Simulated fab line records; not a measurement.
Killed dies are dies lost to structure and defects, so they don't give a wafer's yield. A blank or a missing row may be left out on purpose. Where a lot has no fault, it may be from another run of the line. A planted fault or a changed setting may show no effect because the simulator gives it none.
Matching of chambers + flow n5-finfet + 4 sister chambers for N5_BEOL_M0_STRIP_140 on rie-diel-06
The step strips in CF4. 4 wafers are shown with their chamber, then 7 later ones without.

WAFERS WITH THEIR CHAMBER
| wafer  | chamber | showerhead-plenum-p-Torr (Torr) |
|--------|---------|---------------------------------|
| L076.3 | 0       | 1.69                            |
| L083.6 | 1       | 1.81                            |
| L084.1 | 3       | 1.77                            |
| L084.5 | 2       | 1.81                            |

WAFERS WHOSE CHAMBER IS MISSING
| wafer  | showerhead-plenum-p-Torr (Torr) |
|--------|---------------------------------|
| L084.6 | 1.77                            |
| L090.1 | 1.80                            |
| L090.3 | 1.89                            |
| L090.4 | 1.76                            |
| L095.2 | 1.76                            |
| L095.3 | 1.80                            |
| L095.4 | 1.89                            |

THE CHAMBER EACH PASSED THROUGH
| wafer  | from the rows above               | in truth |
|--------|-----------------------------------|----------|
| L084.6 | can't be placed: 3 or 1 or 2 or 0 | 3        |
| L090.1 | can't be placed: 1 or 2 or 3      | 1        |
| L090.3 | can't be placed: 1 or 2 or 3      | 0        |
| L090.4 | can't be placed: 3 or 1 or 2 or 0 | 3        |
| L095.2 | can't be placed: 3 or 1 or 2 or 0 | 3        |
| L095.3 | can't be placed: 1 or 2 or 3      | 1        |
| L095.4 | can't be placed: 1 or 2 or 3      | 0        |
Correct placement for 0 of the 7. Unplaceable from these rows: 7, with the true chamber sitting among the candidates in 5. Placed wrongly: 0.
How it was worked out, from the rows above alone: a wafer's distance from a chamber is the root of the sum, over the readings, of the square of ((its reading less the chamber's mean) divided by the reading's scatter). If the next closest chamber is less than 2 further off than the closest, the wafer can't be placed; otherwise it belongs to the closest. The mean given for a chamber averages the wafers shown for that chamber. The scatter: with one shown wafer a chamber, the root of the mean of the squares of how far each hidden wafer lies from its nearest shown one.
